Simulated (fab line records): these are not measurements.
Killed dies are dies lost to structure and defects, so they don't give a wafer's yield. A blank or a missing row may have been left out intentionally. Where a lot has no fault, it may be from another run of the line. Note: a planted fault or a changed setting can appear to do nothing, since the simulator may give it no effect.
fab line records | flow nandHarc
record: lots: 6 wafers: 18 lastDay: 31
route steps=1302 shown P_GATE@205 P_CONTACT@217 END@1302
lots that met no fault: taken from a fault-free run of the same line
startH: hours from the record's first day to the start of the lot's first wafer shown | waitH: hours since the lot's step before | " unchanged from the row above | L1.1+2: a single row standing in for several wafers | - no value, or no start was given | * or withheld: withheld | < > ~ a bound
route shown NAME@n: names a module that has steps shown in the file, with the first one's number in the route | usual: the fault-free wafers' mean and standard deviation | same: alike in all rows | chamber/n: place in a boat | sites: the reading at each site | _std_site: the standard deviation of these | _edge_site: outer sites' mean less inner sites' | radiusMm: how far each site lies from the wafer's centre | mask NAME#n: copy n | behind: the tool/chamber that last shaped the wafer | hold: why the lot went on hold/how many hours it stayed there/how the hold came to an end | device: which transistor (n, p or np) failed to switch | end of line: at the end of the route, the tests of the same wafers | step lacking rows: just its recipe | killed: count of dies lost to structure and defects at first sort (not the wafer's yield) | map: per-die view of a wafer (x killed, . not killed, _ where there is no die)
set.NAME: the setting that was run; set.NAME@STEP: the one run at that earlier step | model.NAME: the simulator's own value behind a step, which no gauge read
lots at some steps of the route; a table a step, a row a wafer
services: when a tool's chamber went out of use (startH, in hours from the record's first day, below 0 if earlier), for how many hours, and the reason
== steps ==
step: NHARC_P_GATE_STRIP_95
recipe: powerW: 1500 tempC: 250 chemistry: O2
step: NHARC_P_GATE_STRIP_96
recipe: timeS: 900 tempC: 130 chemistry: SPM
step: NHARC_P_GATE_RTA_64
recipe: tempC: 1050 timeS: 1
usual: lampPowerPct: 31.2/1.5 lamp_zone_5_pct: 31.2/1.5 wafer_temp_C_max: 1055.1/1.4
columns lot.wafer tool chamber startH waitH lampPowerPct lamp_zone_5_pct wafer_temp_C_max
L349.1 rtpAnneal-01 0 144.23 - 32.5 32.5 1055.4
L349.4 " 0 " " 32.5 32.5 1057.1
L349.5 " 0 " " 32.5 32.6 1054.1
L350.2 rtpAnneal-02 0 153.10 - 29.4 29.4 1054.0
L350.4 " 0 " " 29.4 29.4 1055.4
L350.6 " 0 " " 29.4 29.4 1052.7
L351.1 rtpAnneal-02 0 163.07 - 29.5 29.5 1054.2
L351.3 " 0 " " 29.4 29.4 1055.3
L351.4 " 0 " " 29.5 29.5 1054.7
L359.3 rtpAnneal-02 0 257.84 - 29.4 29.4 1054.0
L359.4 " 0 " " 29.4 29.4 1053.0
L359.5 " 0 " " 29.4 29.5 1054.0
L361.2 rtpAnneal-01 0 269.00 - 32.5 32.5 1056.5
L361.4 " 0 " " 32.6 32.6 1055.6
L361.5 " 0 " " 32.5 32.5 1056.3
L365.4 rtpAnneal-01 0 299.12 - 32.6 32.5 1055.0
L365.5 " 0 " " 32.5 32.5 1055.2
L365.6 " 0 " " 32.5 32.5 1053.2
step: NHARC_P_GATE_ETCH_77
recipe: targetDepthA: 60 chemistry: dHF material: SiO2
step: NHARC_P_GATE_DEGAS_109
recipe: tempC: 300 timeS: 60
usual: heaterPowerW: 459/38 susceptorTempC: 299.96/0.18
columns lot.wafer tool chamber startH waitH heaterPowerW susceptorTempC
L349.4 pvdSputter-02 - 144.54 0.1 482 299.75
L349.1 " - " " 395 299.90
L349.5 " - " " 479 299.70
L350.4 pvdSputter-01 - 153.38 0.1 491 299.96
L350.2 " - " " 496 300.04
L350.6 " - " " 512 299.84
L351.1 pvdSputter-01 - 163.37 0.1 509 300.03
L351.4 " - " " 505 299.98
L351.3 " - " " 532 299.84
L359.4 pvdSputter-02 - 258.08 0.1 396 299.50
L359.3 " - " " 461 299.88
L359.5 " - " " 461 299.61
L361.2 pvdSputter-02 - 269.28 0.1 394 -
L361.4 " - " " 464 -
L361.5 " - " " 393 -
L365.4 pvdSputter-02 - 299.36 0.1 465 300.27
L365.6 " - " " 422 299.75
L365.5 " - " " 393 299.97
step: NHARC_P_GATE_PRE_CLEAN_110
recipe: timeS: 30 biasV: 200 gas: Ar
step: NHARC_P_GATE_SPUTTER_78
recipe: targetThkA: 100 material: Ni
step: NHARC_P_GATE_SPUTTER_79
recipe: targetThkA: 100 material: TiN
step: NHARC_P_GATE_RTA_80
recipe: tempC: 300 timeS: 30
usual: wafer_temp_C_max: 301.5/0.41
columns lot.wafer tool chamber startH waitH wafer_temp_C_max
L349.1 rtpAnneal-01 0 145.01 0.1 301.7
L349.4 " 0 " " 302.1
L349.5 " 0 " " 302.2
L350.2 rtpAnneal-02 0 153.70 - 301.0
L350.4 " 0 " " 301.4
L350.6 " 0 " " 300.8
L351.1 rtpAnneal-01 0 163.67 - 301.8
L351.3 " 0 " " 301.5
L351.4 " 0 " " 301.7
L359.3 rtpAnneal-02 0 258.43 - 302.0
L359.4 " 0 " " 302.0
L359.5 " 0 " " 301.1
L361.2 rtpAnneal-02 0 269.60 - 301.5
L361.4 " 0 " " 301.5
L361.5 " 0 " " 301.4
L365.4 rtpAnneal-02 0 299.72 - 301.7
L365.5 " 0 " " 301.1
L365.6 " 0 " " 301.0
step: NHARC_P_GATE_STRIP_67
recipe: timeS: 600 tempC: 130 chemistry: SPM
step: NHARC_P_GATE_RTA_82
recipe: tempC: 450 timeS: 30
usual: lampPowerPct: 3.61/0.18 lamp_zone_5_pct: 3.63/0.18 wafer_temp_C_max: 452.2/0.6
columns lot.wafer tool chamber startH waitH lampPowerPct lamp_zone_5_pct wafer_temp_C_max
L349.1 rtpAnneal-02 0 145.47 - 3.45 3.46 451.9
L349.4 " 0 " " 3.45 3.46 452.9
L349.5 " 0 " " 3.46 3.47 452.0
L350.2 rtpAnneal-01 0 154.16 - 3.81 3.82 452.6
L350.4 " 0 " " 3.80 3.82 453.1
L350.6 " 0 " " 3.81 3.82 452.5
L351.1 rtpAnneal-02 0 164.13 - 3.45 3.46 451.8
L351.3 " 0 " " 3.45 3.47 451.9
L351.4 " 0 " " 3.45 3.46 452.1
L359.3 rtpAnneal-01 0 258.89 - 3.81 3.82 452.8
L359.4 " 0 " " 3.81 3.83 452.5
L359.5 " 0 " " 3.80 3.82 453.0
L361.2 rtpAnneal-02 0 270.06 - 3.45 3.47 452.0
L361.4 " 0 " " 3.45 3.46 451.7
L361.5 " 0 " " 3.45 3.47 451.1
L365.4 rtpAnneal-01 0 300.18 - 3.81 3.82 452.4
L365.5 " 0 " " 3.81 3.82 452.6
L365.6 " 0 " " 3.80 3.82 452.1
step: NHARC_P_GATE_INSPECT_68
usual: rawDefectCount: 219/96
columns lot.wafer tool chamber startH waitH rawDefectCount
L349.1 defectInspect-02 - 145.69 0.2 110
L349.4 " - " " 146
L349.5 " - " " 170
L350.2 defectInspect-01 - 154.33 0.1 449
L350.4 " - " " 311
L350.6 " - " " 208
L351.1 defectInspect-01 - 164.33 0.2 263
L351.3 " - " " 232
L351.4 " - " " 235
L359.3 defectInspect-01 - 259.03 0.1 169
L359.4 " - " " 127
L359.5 " - " " 127
L361.2 defectInspect-01 - 270.23 0.1 152
L361.4 " - " " 124
L361.5 " - " " 146
L365.4 defectInspect-01 - 300.29 0.1 271
L365.5 " - " " 272
L365.6 " - " " 136
step: NHARC_P_CONTACT_DEP_30
recipe: targetThkA: 300 tempC: 400 targetThkNm: 30 flowSccm: 200 rfW: 450 material: SiNx
usual: heaterPowerW: 774/130 rfFwdPowerW: 448.8/1.4 susceptorTempC: 400.01/0.19
columns lot.wafer tool chamber startH waitH heaterPowerW rfFwdPowerW susceptorTempC
L349.1 pecvd-01 1 145.76 0.1 746 446.3 399.69
L349.4 " 1 " " 738 449.9 399.99
L349.5 " 2 " " 866 451.4 399.99
L350.2 pecvd-02 0 154.47 0.1 663 449.7 400.04
L350.4 " 1 " " 826 447.3 399.96
L350.6 " 0 " " 678 450.1 399.99
L351.3 pecvd-02 0 164.44 0.1 645 449.7 399.78
L351.1 " 1 " " 902 447.2 400.15
L351.4 " 1 " " 885 450.2 400.15
L359.3 pecvd-03 0 259.18 0.1 711 449.5 400.18
L359.4 " 2 " " 835 450.8 399.92
L359.5 " 0 " " 713 449.1 400.34
L361.2 pecvd-03 1 270.30 0.1 669 447.7 400.08
L361.4 " 1 " " 686 449.7 399.63
L361.5 " 0 " " 783 451.1 399.97
L365.4 pecvd-03 1 300.47 0.2 724 447.3 399.84
L365.6 " 2 " " 830 452.0 399.85
L365.5 " 0 " " 762 449.0 399.96
step: NHARC_P_CONTACT_DEP_00
recipe: targetThkA: 5000 tempC: 400 pressureTorr: 6.5 rfW: 900 teosFlowSccm: 161.4 flowSccm: 2650 targetThkNm: 500 gas: O2 material: SiO2
step: NHARC_P_CONTACT_CMP_01
recipe: targetThkNm: 200 material: SiO2
step: NHARC_P_CONTACT_SRD_03
step: NHARC_P_CONTACT_DEHYDRATE_04
recipe: tempC: 150 timeS: 120
step: NHARC_P_CONTACT_HMDS_05
recipe: timeS: 30
step: NHARC_P_CONTACT_COAT_33
recipe: tempC: 260 timeS: 75
step: NHARC_P_CONTACT_COAT_34
recipe: tempC: 225 timeS: 65
step: NHARC_P_CONTACT_COAT_06
recipe: spinRpm: 1500 resistThkNm: 90
step: NHARC_P_CONTACT_SOFTBAKE_07
recipe: tempC: 105 timeS: 55
step: NHARC_P_CONTACT_EBR_08
step: NHARC_P_CONTACT_EXPOSE_09
recipe: na: 1.35 targetCdNm: 90 doseMj: 81.26 maskId: P_CA
step: NHARC_P_CONTACT_PEB_10
recipe: pebTempC: 100 pebTimeS: 65
step: NHARC_P_CONTACT_DEVELOP_11
recipe: developTimeS: 35 devTempC: 23
step: NHARC_P_CONTACT_CD_MEAS_12
recipe: targetCdNm: 90 landingEnergyEv: 500
usual: cdNm: 90.4/0.68
columns lot.wafer tool chamber startH waitH cdNm
L349.1 cdSem-03 0 147.31 - 90.5
L349.4 " 0 " " 90.8
L349.5 " 0 " " 90.5
L350.2 cdSem-01 0 155.81 - 89.4
L350.4 " 0 " " 90.7
L350.6 " 0 " " 89.9
L351.1 cdSem-01 0 165.93 - 89.9
L351.3 " 0 " " 90.6
L351.4 " 0 " " 89.7
L359.3 cdSem-02 0 260.64 - 91.1
L359.4 " 0 " " 91.1
L359.5 " 0 " " 89.9
L361.2 cdSem-01 0 271.84 - 91.2
L361.4 " 0 " " 90.6
L361.5 " 0 " " 90.7
L365.4 cdSem-03 0 301.79 - 90.2
L365.5 " 0 " " 90.4
L365.6 " 0 " " 90.4
step: NHARC_P_CONTACT_OVL_MEAS_13
usual: overlayXNm: 0.0/0.94 overlayYNm: -0.1/0.81
columns lot.wafer tool chamber startH waitH overlayXNm overlayYNm
L349.1 overlay-02 - 147.40 - 0.3 -0.8
L349.4 " - " " 0.9 -0.1
L349.5 " - " " 0.8 0.1
L350.2 overlay-01 - 155.90 - 0.6 1.2
L350.4 " - " " -0.1 1.0
L350.6 " - " " 0.1 1.3
L351.1 overlay-02 - 166.02 - -0.8 0.4
L351.3 " - " " -1.4 -0.2
L351.4 " - " " -1.4 0.2
L359.3 overlay-01 - 260.74 - -0.5 0.6
L359.4 " - " " -1.0 0.7
L359.5 " - " " -0.9 0.7
L361.2 overlay-01 - 271.93 - 1.1 -0.9
L361.4 " - " " 1.0 -0.2
L361.5 " - " " 1.5 -0.7
L365.4 overlay-01 - 301.87 - 0.3 -1.2
L365.5 " - " " 0.9 -1.6
L365.6 " - " " 0.0 -1.1
step: NHARC_P_CONTACT_DESCUM_17
recipe: timeS: 3 o2FlowSccm: 200 arFlowSccm: 0 biasPowerW: 0 chemistry: O2
step: NHARC_P_CONTACT_ETCH_35
recipe: targetDepthA: 390 overEtchFrac: 0.3 timeS: 65 ionEnergyEv: 80 cf4FlowSccm: 150 arFlowSccm: 0 rfW: 300 biasW: 100 chemistry: CF4
step: NHARC_P_CONTACT_ETCH_36
recipe: targetDepthA: 2600 overEtchFrac: 0.25 timeS: 406.25 ionEnergyEv: 200 n2FlowSccm: 150 h2FlowSccm: 150 arFlowSccm: 0 rfW: 400 biasW: 150 chemistry: N2/H2
step: NHARC_P_CONTACT_ETCH_18
recipe: targetDepthA: 4810 timeS: 240.5 c4f8FlowSccm: 20 o2FlowSccm: 10 arFlowSccm: withheld rfW: 600 biasW: 1500 chemistry: C4F8/O2/Ar
step: NHARC_P_CONTACT_STRIP_37
recipe: c4f8FlowSccm: withheld o2FlowSccm: 8 arFlowSccm: withheld biasW: 0 chemistry: C4F8/O2/Ar
step: NHARC_P_CONTACT_ETCH_31
recipe: targetDepthA: 300 timeS: 85.7 ionEnergyEv: 120 overEtchFrac: 1 ch3fFlowSccm: 50 o2FlowSccm: 30 arFlowSccm: 200 rfW: 500 biasW: 100 chemistry: CH3F/O2
step: NHARC_P_CONTACT_CD_MEAS_19
usual: cdNm: 90.5/1.7
columns lot.wafer tool chamber startH waitH cdNm
L349.1 cdSem-03 - 148.37 - 89.6
L349.4 " - " " 92.9
L349.5 " - " " 91.3
L350.2 cdSem-03 - 156.86 - 87.9
L350.4 " - " " 91.3
L350.6 " - " " 89.6
L351.1 cdSem-01 - 166.98 - 89.1
L351.3 " - " " 88.8
L351.4 " - " " 88.0
L359.3 cdSem-03 - 261.71 - 91.5
L359.4 " - " " 88.6
L359.5 " - " " 89.7
L361.2 cdSem-03 - 272.90 - 91.6
L361.4 " - " " 91.3
L361.5 " - " " 93.0
L365.4 cdSem-03 - 302.85 - 88.9
L365.5 " - " " 90.1
L365.6 " - " " 87.2
step: NHARC_P_CONTACT_STRIP_28
recipe: o2FlowSccm: 500 arFlowSccm: 0 biasW: 0 chemistry: O2
usual: drypumpMotorCurrentA: 5.7/0.43 oesProductAu: 1.004/0.011 rfVppV: 57.6/0.96 showerheadPlenumPTorr: 3.44/0.11 throttleValvePct: 17.037/0.01
columns lot.wafer tool chamber startH waitH drypumpMotorCurrentA oesProductAu rfHoursCounterH rfVppV showerheadPlenumPTorr throttleValvePct
L349.1 rieDiel-03 0 148.46 0.1 6.3 0.992 0.7 57.9 3.41 17.047
L349.4 " 1 " " 5.3 1.000 0.6 57.8 3.31 17.028
L349.5 " 0 " " 6.2 0.994 - 58.0 3.41 17.034
L350.2 rieDiel-02 0 156.94 0.1 5.5 1.007 2.0 57.0 3.66 17.035
L350.4 " 2 " " 5.4 1.010 2.2 57.7 3.43 17.021
L350.6 " 1 " " 6.1 0.985 - 57.7 3.32 17.034
L351.1 rieDiel-03 3 167.07 0.1 5.7 0.997 1.3 57.1 3.40 17.028
L351.3 " 0 " " 6.2 0.995 1.5 57.9 3.41 17.047
L351.4 " 1 " " 5.3 1.011 1.5 56.9 3.30 17.039
L359.3 rieDiel-02 3 261.81 0.1 5.6 1.016 1.3 58.6 3.57 17.017
L359.4 " 0 " " 5.5 1.010 1.2 57.2 3.66 17.033
L359.5 " 1 " " 6.1 0.998 - 56.6 3.32 17.051
L361.2 rieDiel-13 0 272.97 0.1 5.5 1.015 4.9 57.9 3.55 17.044
L361.4 " 2 " " 5.8 0.981 4.3 57.8 3.37 17.020
L361.5 " 1 " " 5.8 1.015 - 58.7 3.58 17.039
L365.4 rieDiel-03 1 302.91 0.1 5.2 1.015 0.1 57.2 3.30 17.034
L365.6 " 1 " " 5.2 1.015 - 56.1 3.30 17.029
L365.5 " 2 " " 5.1 1.009 - 58.2 3.33 17.051
step: NHARC_P_CONTACT_STRIP_29
recipe: timeS: 1200 tempC: 72.5 chemistry: postEtchResidueRemover
step: NHARC_P_CONTACT_DEGAS_38
recipe: tempC: 300 timeS: 60
step: NHARC_P_CONTACT_PRE_CLEAN_39
recipe: timeS: 19.5 biasV: 250 gas: Ar
step: NHARC_P_CONTACT_PVD_32
recipe: targetThkA: 50 chamberPressurePa: 5 powerW: 5000 substrateTempC: 200 timeS: 17.7 material: Ti
step: NHARC_END_SORT_01
recipe: tempC: 25
usual: killedAtArray: 55/20 killedAtOther: 1.1/1.2 killedAtPeriphery: 3.8/2.8 killedDies: 60/19 killedOpen: 3.4/1.9 killedShort: 2.2/1.5
same: grossDies: 677
columns lot.wafer tool chamber startH waitH killedAtArray killedAtOther killedAtPeriphery killedDies killedOpen killedShort
L349.1 prober-01 0 574.56 2.5 60 0 3 63 7 2
L349.4 prober-01 0 576.95 3.4 57 0 2 59 2 0
L349.5 prober-01 0 577.75 3.7 66 0 0 66 5 1
L350.2 prober-01 0 593.08 2.8 61 0 5 66 5 2
L350.4 prober-01 0 594.70 3.4 52 0 6 58 2 2
L350.6 prober-01 0 596.32 4.1 56 0 4 60 2 2
L351.1 prober-02 0 608.95 2.5 120 2 3 125 8 0
L351.3 prober-02 0 610.56 3.1 77 4 1 82 2 2
L351.4 prober-02 0 611.36 3.4 92 1 3 96 5 6
L361.2 prober-02 0 706.12 2.8 69 1 105 175 4 1
L361.4 prober-02 0 707.72 3.4 68 0 102 170 2 2
L361.5 prober-02 0 708.52 3.7 76 1 48 125 1 2
L359.3 prober-01 0 714.64 3.1 35 1 4 40 8 1
L359.4 prober-01 0 715.45 3.4 39 1 1 41 3 2
L359.5 prober-01 0 716.26 3.7 39 1 1 41 2 2
L365.4 prober-02 0 747.65 3.4 44 0 107 151 1 1
L365.5 prober-02 0 748.44 3.7 56 0 51 107 5 1
L365.6 prober-02 0 749.24 4.0 53 0 92 145 2 2
killed by level:class
L349.1 A_CHANNEL_HOLE_D1:chamberFilmFlake=34 A_STAIRCASE:chamberFilmFlake=6 A_CHANNEL_HOLE_D2:chamberFilmFlake=5 A_CONTACT:chamberFilmFlake=4 A_M0:geometricParticle:open=3 A_CHANNEL_FILL_D1:geometricParticle:open=2 P_M0:geometricParticle:open=1 A_CHANNEL_FILL_D1:geometricParticle:short=1
L349.4 A_CHANNEL_HOLE_D1:chamberFilmFlake=37 A_CHANNEL_HOLE_D2:chamberFilmFlake=6 A_STAIRCASE:chamberFilmFlake=5 A_CONTACT:chamberFilmFlake=4 P_CONTACT:geometricParticle:open=1 A_WL_FILL:geometricParticle:open=1 P_M2:chamberFilmFlake=1 A_ZERO_WELL:chamberFilmFlake=1
L349.5 A_CHANNEL_HOLE_D1:chamberFilmFlake=35 A_CHANNEL_HOLE_D2:chamberFilmFlake=11 A_STAIRCASE:chamberFilmFlake=6 A_CONTACT:chamberFilmFlake=3 A_CHANNEL_FILL_D2:geometricParticle:open=2 A_CHANNEL_FILL_D1:chamberFilmFlake=2 A_ONON_D1:geometricParticle:short=1 A_ONON_D1:geometricParticle:open=1
L350.2 A_CHANNEL_HOLE_D1:chamberFilmFlake=31 A_CHANNEL_HOLE_D2:chamberFilmFlake=19 A_ONON_D1:geometricParticle:open=3 A_STAIRCASE:chamberFilmFlake=3 P_ZERO_WELL:chamberFilmFlake=2 A_SLIT:chamberFilmFlake=2 P_M0:geometricParticle:short=1 P_M0:geometricParticle:open=1
L350.4 A_CHANNEL_HOLE_D1:chamberFilmFlake=20 A_CHANNEL_HOLE_D2:chamberFilmFlake=19 A_STAIRCASE:chamberFilmFlake=4 A_CONTACT:chamberFilmFlake=4 P_ZERO_WELL:chamberFilmFlake=2 P_STI:chamberFilmFlake=2 A_M0:chamberFilmFlake=2 P_M0:geometricParticle:open=1
L350.6 A_CHANNEL_HOLE_D1:chamberFilmFlake=22 A_CHANNEL_HOLE_D2:chamberFilmFlake=20 A_STAIRCASE:chamberFilmFlake=7 A_M0:chamberFilmFlake=4 P_GATE:geometricParticle:open=1 P_GATE:geometricParticle:short=1 P_CONTACT:geometricParticle:open=1 A_CHANNEL_HOLE_D2:geometricParticle:short=1
L351.1 A_CHANNEL_HOLE_D1:chamberFilmFlake=38 A_SLIT:chamberFilmFlake=37 A_CHANNEL_HOLE_D2:chamberFilmFlake=29 A_STAIRCASE:chamberFilmFlake=4 A_CONTACT:chamberFilmFlake=3 A_SGD_CUT:geometricParticle:open=2 THIN_TSV:chamberFilmFlake=2 P_GATE:geometricParticle:open=1
L351.3 A_SLIT:chamberFilmFlake=29 A_CHANNEL_HOLE_D1:chamberFilmFlake=23 A_CHANNEL_HOLE_D2:chamberFilmFlake=19 THIN_TSV:chamberFilmFlake=3 A_WL_FILL:geometricParticle:open=2 A_ONON_D1:geometricParticle:short=1 P_M1:chamberFilmFlake=1 STARTING-WAFER:geometricParticle:short=1
L351.4 A_CHANNEL_HOLE_D2:chamberFilmFlake=35 A_CHANNEL_HOLE_D1:chamberFilmFlake=21 A_SLIT:chamberFilmFlake=21 A_STAIRCASE:chamberFilmFlake=4 A_CHANNEL_HOLE_D2:geometricParticle:short=2 A_WL_FILL:geometricParticle:short=2 A_M0:geometricParticle:open=2 A_CONTACT:chamberFilmFlake=2
L361.2 P_CONTACT:unspecified=101 A_SLIT:chamberFilmFlake=37 A_CHANNEL_HOLE_D1:chamberFilmFlake=22 P_GATE:chamberFilmFlake=3 A_DECK1_JOINT:geometricParticle:open=2 A_ZERO_WELL:chamberFilmFlake=2 A_CONTACT:chamberFilmFlake=2 P_GATE:geometricParticle:short=1
L361.4 P_CONTACT:unspecified=99 A_SLIT:chamberFilmFlake=39 A_CHANNEL_HOLE_D1:chamberFilmFlake=23 P_STI:chamberFilmFlake=2 A_DECK1_JOINT:geometricParticle:open=1 A_CHANNEL_FILL_D2:geometricParticle:short=1 A_WL_FILL:geometricParticle:short=1 A_CONTACT:geometricParticle:open=1
L361.5 P_CONTACT:unspecified=45 A_SLIT:chamberFilmFlake=35 A_CHANNEL_HOLE_D1:chamberFilmFlake=33 A_DECK1_JOINT:chamberFilmFlake=3 P_GATE:chamberFilmFlake=2 A_ZERO_WELL:chamberFilmFlake=2 P_M0:geometricParticle:open=1 A_SOURCE_PLATE:geometricParticle:short=1
L359.3 A_CHANNEL_HOLE_D2:chamberFilmFlake=15 A_CHANNEL_HOLE_D1:chamberFilmFlake=8 A_SLIT:chamberFilmFlake=3 P_GATE:geometricParticle:open=2 P_M0:geometricParticle:open=2 A_M0:geometricParticle:open=2 A_CONTACT:chamberFilmFlake=2 A_DECK1_JOINT:geometricParticle:open=1
L359.4 A_CHANNEL_HOLE_D2:chamberFilmFlake=20 A_CHANNEL_HOLE_D1:chamberFilmFlake=6 A_SLIT:chamberFilmFlake=5 A_STAIRCASE:chamberFilmFlake=2 P_M0:geometricParticle:open=1 A_CHANNEL_HOLE_D1:geometricParticle:short=1 A_DECK1_JOINT:geometricParticle:open=1 A_CHANNEL_FILL_D2:geometricParticle:short=1
L359.5 A_CHANNEL_HOLE_D2:chamberFilmFlake=19 A_CHANNEL_HOLE_D1:chamberFilmFlake=12 A_STAIRCASE:chamberFilmFlake=2 A_SLIT:chamberFilmFlake=2 P_M0:geometricParticle:open=1 A_DECK1_JOINT:geometricParticle:short=1 A_ONON_D2:geometricParticle:short=1 A_SGD_CUT:geometricParticle:open=1
L365.4 P_CONTACT:unspecified=104 A_CHANNEL_HOLE_D1:chamberFilmFlake=25 A_SLIT:chamberFilmFlake=5 A_CONTACT:chamberFilmFlake=5 A_STAIRCASE:chamberFilmFlake=4 A_M1:chamberFilmFlake=2 A_CHANNEL_FILL_D1:geometricParticle:open=1 A_DECK1_JOINT:geometricParticle:short=1
L365.5 P_CONTACT:unspecified=47 A_CHANNEL_HOLE_D1:chamberFilmFlake=26 A_CONTACT:chamberFilmFlake=11 A_SLIT:chamberFilmFlake=5 A_WL_FILL:chamberFilmFlake=4 A_STAIRCASE:chamberFilmFlake=3 A_SOURCE_PLATE:geometricParticle:open=2 A_DECK1_JOINT:geometricParticle:short=1
L365.6 P_CONTACT:unspecified=88 A_CHANNEL_HOLE_D1:chamberFilmFlake=27 A_STAIRCASE:chamberFilmFlake=8 A_SLIT:chamberFilmFlake=6 A_WL_FILL:chamberFilmFlake=3 A_CONTACT:chamberFilmFlake=2 A_M1:chamberFilmFlake=2 A_CHANNEL_FILL_D1:geometricParticle:short=1
map L361.2 (x killed, . not)
____________.____________
_________......._________
_______..........x_______
______..........x..______
_____..............._____
____.................____
____.x.x.x...........____
___..x................___
___x.xxx..............___
__.xxxxxxx.............__
__.xxxxxxxx.....xx.....__
_.xxxxxxxx.......x......_
_xxxxxxxxxx............._
_.xxxxxxxxx..........x.._
_xxxxxxxxxx............._
_xxxxxxxxx.............._
xxxxxxxxxx...............
.xxxxxxxxxx..............
.xxxxxxxx................
xxxxxxxxx................
.xxx.xxx.............x...
_xxxxxx................x_
_x.x..............x....._
_..xx............xx.xx.._
_.x.............x.xxxxx._
_........x........xxxx.._
__..............xxxxxxx__
__...............xxxxx.__
___.........x....xxx.x___
___..............xxx..___
____.............xxxx____
____...............x.____
_____..............x_____
______....x........______
_______..........._______
_________.x....._________
____________.____________
map L365.4 (x killed, . not)
____________.____________
_________......x_________
_______..........._______
______.............______
_____..............._____
____x............x...____
____.................____
___.x.x...............___
___xxxxxx......x..x...___
__xxxxxxx..............__
__.xxxxxx..............__
_.xxxxxxxxx............._
_xxxxxxxxx.............._
_xxxxxxxxx.............._
_xxxxxxxxxx............._
_xxxxxxxxxx............._
xxxxxxxxxxxx.............
.xxxxxxxxxx..............
xxxxxxxxxx...............
xxxxxxxxx........x.......
xxxxxxxx..............x.x
_.xxx..xx.............x._
_.xx..x................._
_.xxx..x.......x....x..._
_...x..................._
_.x......x.........x...x_
__xx...................__
__x..................x.__
___...................___
___x...x..............___
____.................____
____.................____
_____..............._____
______.............______
_______..........._______
_________......._________
____________.____________
== services ==
columns tool chamber startH hours kind
pecvd-01 1 126.30 6.8 repair
pecvd-01 - 130.00 13.0 pm
pvdSputter-02 - 130.67 2.3 repair
rieDiel-13 0 136.59 4.9 repair
pecvd-01 - 153.76 1.5 repair
pvdSputter-01 - 157.24 1.8 repair
pecvd-01 - 162.05 0.3 repair
rieDiel-13 - 165.01 9.0 pm
rieDiel-03 - 167.53 1.0 repair
pvdSputter-01 - 168.93 4.1 repair
rieDiel-03 - 169.19 0.6 repair
rieDiel-02 0 174.63 1.2 repair
pecvd-03 - 185.00 13.0 pm
rieDiel-02 - 186.42 0.4 repair
rieDiel-13 0 190.23 5.5 repair
rieDiel-02 - 216.70 9.0 pm
pvdSputter-01 - 223.04 2.9 repair
pvdSputter-01 - 226.67 10.0 pm
pecvd-02 - 227.05 13.0 pm
pvdSputter-02 - 269.72 1.4 repair
pecvd-03 - 279.55 16.2 repair
rieDiel-03 - 281.30 9.0 pm
pvdSputter-02 - 282.96 10.0 pm
rieDiel-03 - 296.61 5.7 repair
== key ==
firstSign: step: NHARC_END_SORT_01 reading: killedAtPeriphery direction: up sigmas: 29 usual: 3.8 struck: 84.2
effect: step: NHARC_END_SORT_01 reading: killedDies direction: up sigmas: 4.4 usual: 60 struck: 146
moreKillsBornAt: NHARC_P_CONTACT_DEP_30@pecvd-03: 484
metAt NHARC_P_CONTACT_DEP_30
struckWafers L361.2,L361.4,L361.5,L365.4,L365.5,L365.6
testerLeftOut L361,L365
onsetBetween 259.18 270.30
fault: kind: chamberParticleSource tool: pecvd-03 chamber: - onsetH: 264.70 steps: NHARC_P_CONTACT_DEP_30 ratePerVisitCm2: 2.0001 endH: 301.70
testerLeftOut: of these lots the tester's yield and bins aren't shown, on N5 and GAA mostly nor the transistor test; their killed dies are dies lost to structure and defects alone, not to doping, threshold or leakage, so they don't give the yield
